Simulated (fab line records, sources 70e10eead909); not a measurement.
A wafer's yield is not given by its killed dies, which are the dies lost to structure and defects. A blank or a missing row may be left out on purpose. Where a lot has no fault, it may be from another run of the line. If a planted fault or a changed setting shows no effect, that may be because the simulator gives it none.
Chamber matching || flow nand-harc || NHARC_A_STAIRCASE_CMP_152 on cmp-01 has 4 sister chambers
The step polishes. 8 wafers are shown with their chamber, then 9 later ones without.

WAFERS PAIRED WITH THEIR CHAMBERS
{"wafer": "L080.2", "chamber": 1, "motor-current-A (A)": 11.0, "edge-zone-pressure-frac": 1.005}
{"wafer": "L083.3", "chamber": 0, "motor-current-A (A)": 10.7, "edge-zone-pressure-frac": 0.995}
{"wafer": "L083.6", "chamber": 2, "motor-current-A (A)": 13.2, "edge-zone-pressure-frac": 1.002}
{"wafer": "L086.5", "chamber": 2, "motor-current-A (A)": 12.8, "edge-zone-pressure-frac": 0.992}
{"wafer": "L086.6", "chamber": 3, "motor-current-A (A)": 10.9, "edge-zone-pressure-frac": 1.002}
{"wafer": "L091.3", "chamber": 3, "motor-current-A (A)": 10.9, "edge-zone-pressure-frac": 1.003}
{"wafer": "L091.4", "chamber": 1, "motor-current-A (A)": 11.3, "edge-zone-pressure-frac": 1.000}
{"wafer": "L091.5", "chamber": 0, "motor-current-A (A)": 10.9, "edge-zone-pressure-frac": 0.993}

WAFERS WHOSE CHAMBER IS MISSING
{"wafer": "L094.1", "motor-current-A (A)": 10.1, "edge-zone-pressure-frac": 1.002}
{"wafer": "L094.2", "motor-current-A (A)": 11.0, "edge-zone-pressure-frac": 0.998}
{"wafer": "L094.5", "motor-current-A (A)": 11.3, "edge-zone-pressure-frac": 0.994}
{"wafer": "L096.2", "motor-current-A (A)": 10.5, "edge-zone-pressure-frac": 0.999}
{"wafer": "L096.3", "motor-current-A (A)": 10.7, "edge-zone-pressure-frac": 1.006}
{"wafer": "L096.4", "motor-current-A (A)": 12.6, "edge-zone-pressure-frac": 1.002}
{"wafer": "L097.2", "motor-current-A (A)": 11.0, "edge-zone-pressure-frac": 0.998}
{"wafer": "L097.3", "motor-current-A (A)": 12.5, "edge-zone-pressure-frac": 1.004}
{"wafer": "L097.6", "motor-current-A (A)": 11.3, "edge-zone-pressure-frac": 1.003}

EACH ONE'S CHAMBER
{"wafer": "L094.1", "from the rows above": "can't be placed: 0 or 3 or 1", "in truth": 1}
{"wafer": "L094.2", "from the rows above": "can't be placed: 3 or 1 or 0", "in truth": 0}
{"wafer": "L094.5", "from the rows above": "can't be placed: 1 or 0 or 3", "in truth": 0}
{"wafer": "L096.2", "from the rows above": "can't be placed: 0 or 3 or 1", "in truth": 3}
{"wafer": "L096.3", "from the rows above": "can't be placed: 3 or 1 or 0", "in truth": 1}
{"wafer": "L096.4", "from the rows above": 2, "in truth": 2}
{"wafer": "L097.2", "from the rows above": "can't be placed: 3 or 1 or 0", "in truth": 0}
{"wafer": "L097.3", "from the rows above": 2, "in truth": 2}
{"wafer": "L097.6", "from the rows above": "can't be placed: 1 or 3", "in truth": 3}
Correct placement for 2 of the 9. Cannot be placed on the basis of these rows: 7; the candidates contain the true chamber in 7. Placed wrongly: 0.
How it was worked out, from the rows above alone: a wafer's distance from a chamber is the root of the sum, over the readings, of the square of ((its reading less the chamber's mean) divided by the reading's scatter). If the next closest chamber is less than 2 further off than the closest, the wafer can't be placed; otherwise it belongs to the closest. The mean given for a chamber averages the wafers shown for that chamber. The scatter: the root of (the sum of the squares of (reading less its chamber's mean) over the shown wafers, divided by (wafers less chambers)).
